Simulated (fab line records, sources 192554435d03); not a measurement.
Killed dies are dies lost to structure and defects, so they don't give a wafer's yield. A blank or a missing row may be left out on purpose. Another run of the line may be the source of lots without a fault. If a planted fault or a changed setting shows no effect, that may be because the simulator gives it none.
Split-lot experiment :: flow n5 finfet :: on a route of 1938 steps: 7 lots, 21 wafers read

== SPLIT DETAILS ==
At N5_BEOL_M7_EXPOSE_25 (exposes mask V6, target cd 40 nm), the setting dose mj was moved away from the recipe's 42.5 on 3 of the 21 wafers read, by -4.1% to +3.0%. The other wafers ran this setting at the recipe's value.

== FROM THE SPLIT TO THE READING: what the file shows between them, 2 steps ==
- N5_BEOL_M7_PEB_26: peb time 60 s
- N5_BEOL_M7_DEVELOP_27: develop time 30 s

== THE READING ==
cd nm (nm) at N5_BEOL_M7_CD_MEAS_28, where the cd target is 40 nm. A value of 40.00 nm with a standard deviation of 0.22 nm is what fault-free wafers of this fab line usually give.

wafer: L074.1
tool, chamber at the split: euv scanner-01, 0
dose mj as run: 42.5
against the recipe: recipe
cd nm, nm: 40.03
against lot-mates on the recipe: -

wafer: L074.2
tool, chamber at the split: euv scanner-01, 0
dose mj as run: 42.5
against the recipe: recipe
cd nm, nm: 39.97
against lot-mates on the recipe: -

wafer: L074.5
tool, chamber at the split: euv scanner-01, 0
dose mj as run: 42.5
against the recipe: recipe
cd nm, nm: 40.02
against lot-mates on the recipe: -

wafer: L076.1
tool, chamber at the split: euv scanner-02, 0
dose mj as run: 42.5
against the recipe: recipe
cd nm, nm: 39.74
against lot-mates on the recipe: -

wafer: L076.4
tool, chamber at the split: euv scanner-02, 0
dose mj as run: 42.5
against the recipe: recipe
cd nm, nm: 40.05
against lot-mates on the recipe: -

wafer: L076.5
tool, chamber at the split: euv scanner-02, 0
dose mj as run: 40.82
against the recipe: -4.0%
cd nm, nm: 38.88
against lot-mates on the recipe: -1.01

wafer: L079.2
tool, chamber at the split: euv scanner-01, 0
dose mj as run: 42.5
against the recipe: recipe
cd nm, nm: 39.81
against lot-mates on the recipe: -

wafer: L079.3
tool, chamber at the split: euv scanner-01, 0
dose mj as run: 42.5
against the recipe: recipe
cd nm, nm: 39.84
against lot-mates on the recipe: -

wafer: L079.5
tool, chamber at the split: euv scanner-01, 0
dose mj as run: 40.74
against the recipe: -4.1%
cd nm, nm: 39.16
against lot-mates on the recipe: -0.67

wafer: L086.2
tool, chamber at the split: euv scanner-02, 0
dose mj as run: 42.5
against the recipe: recipe
cd nm, nm: 40.25
against lot-mates on the recipe: -

wafer: L086.3
tool, chamber at the split: euv scanner-02, 0
dose mj as run: 42.5
against the recipe: recipe
cd nm, nm: 39.61
against lot-mates on the recipe: -

wafer: L086.5
tool, chamber at the split: euv scanner-02, 0
dose mj as run: 42.5
against the recipe: recipe
cd nm, nm: 39.93
against lot-mates on the recipe: -

wafer: L087.1
tool, chamber at the split: euv scanner-02, 0
dose mj as run: 42.5
against the recipe: recipe
cd nm, nm: 40.02
against lot-mates on the recipe: -

wafer: L087.2
tool, chamber at the split: euv scanner-02, 0
dose mj as run: 42.5
against the recipe: recipe
cd nm, nm: 40.06
against lot-mates on the recipe: -

wafer: L087.6
tool, chamber at the split: euv scanner-02, 0
dose mj as run: 43.77
against the recipe: +3.0%
cd nm, nm: 40.89
against lot-mates on the recipe: +0.85

wafer: L090.3
tool, chamber at the split: euv scanner-02, 0
dose mj as run: 42.5
against the recipe: recipe
cd nm, nm: 40.19
against lot-mates on the recipe: -

wafer: L090.5
tool, chamber at the split: euv scanner-02, 0
dose mj as run: 42.5
against the recipe: recipe
cd nm, nm: 40.08
against lot-mates on the recipe: -

wafer: L090.6
tool, chamber at the split: euv scanner-02, 0
dose mj as run: 42.5
against the recipe: recipe
cd nm, nm: 40.03
against lot-mates on the recipe: -

wafer: L094.1
tool, chamber at the split: euv scanner-01, 0
dose mj as run: 42.5
against the recipe: recipe
cd nm, nm: 39.87
against lot-mates on the recipe: -

wafer: L094.3
tool, chamber at the split: euv scanner-01, 0
dose mj as run: 42.5
against the recipe: recipe
cd nm, nm: 40.06
against lot-mates on the recipe: -

wafer: L094.6
tool, chamber at the split: euv scanner-01, 0
dose mj as run: 42.5
against the recipe: recipe
cd nm, nm: 40.10
against lot-mates on the recipe: -

THE FIT
A straight line over all 21 wafers: cd nm changes by +0.253 nm for each +1% of dose mj; r = +0.91; the points scatter about the line by 0.16 nm.
The same after taking each lot's own level away (the mean of its wafers on the recipe; 21 wafers): +0.225 nm for each +1%; r = +0.91; scatter 0.15 nm.
According to that fit, moving dose mj by its largest amount changes the reading by 0.93 nm.
The span of the lots' own levels, 39.825 to 40.100 nm, comes to 1.2 times the standard deviation stated above.
Hence the slope depends on the lot-to-lot level, as the two fits are not the same.
Check: -1.1 nm against its lot-mates is what the line predicts for one of the wafers moved furthest among these (-4.1%) when that wafer is left out of the fit. It came out at -0.665 nm against them.

== THE WHOLE CHAIN: every reading that the file lists as answering this split, in the file's order ==
step: N5_BEOL_M7_CD_MEAS_28
what it does: target cd 40 nm
reading: cd nm
change (the file's fit): +0.222 nm for each +1% of the setting
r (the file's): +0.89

step: N5_BEOL_M7_DESCUM_33
what it does: chemistry O2, time 7 s
reading: BEOL_M7.cd nm (the simulator's own value, which no gauge read)
change (the file's fit): +0.212 nm for each +1% of the setting
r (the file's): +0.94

step: N5_BEOL_M7_ETCH_72
what it does: etches underlayer in N2/H2, target depth 6.5 nm, time 5.2 s
reading: BEOL_M7.cd nm (the simulator's own value, which no gauge read)
change (the file's fit): +0.232 nm for each +1% of the setting
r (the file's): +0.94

step: N5_BEOL_M7_ETCH_65
what it does: etches SiARC in CF4, target depth 15.6 nm, time 26 s
reading: BEOL_M7.cd nm (the simulator's own value, which no gauge read)
change (the file's fit): +0.166 nm for each +1% of the setting
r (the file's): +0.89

step: N5_BEOL_M7_ETCH_66
what it does: etches SOC in N2/H2, target depth 80 nm, overetch 16 nm, time 120 s
reading: BEOL_M7.cd nm (the simulator's own value, which no gauge read)
change (the file's fit): +0.199 nm for each +1% of the setting
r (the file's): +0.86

== FILE'S OWN FIT ==
cd nm changes by +0.222 nm for each +1% of dose mj, r = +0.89.
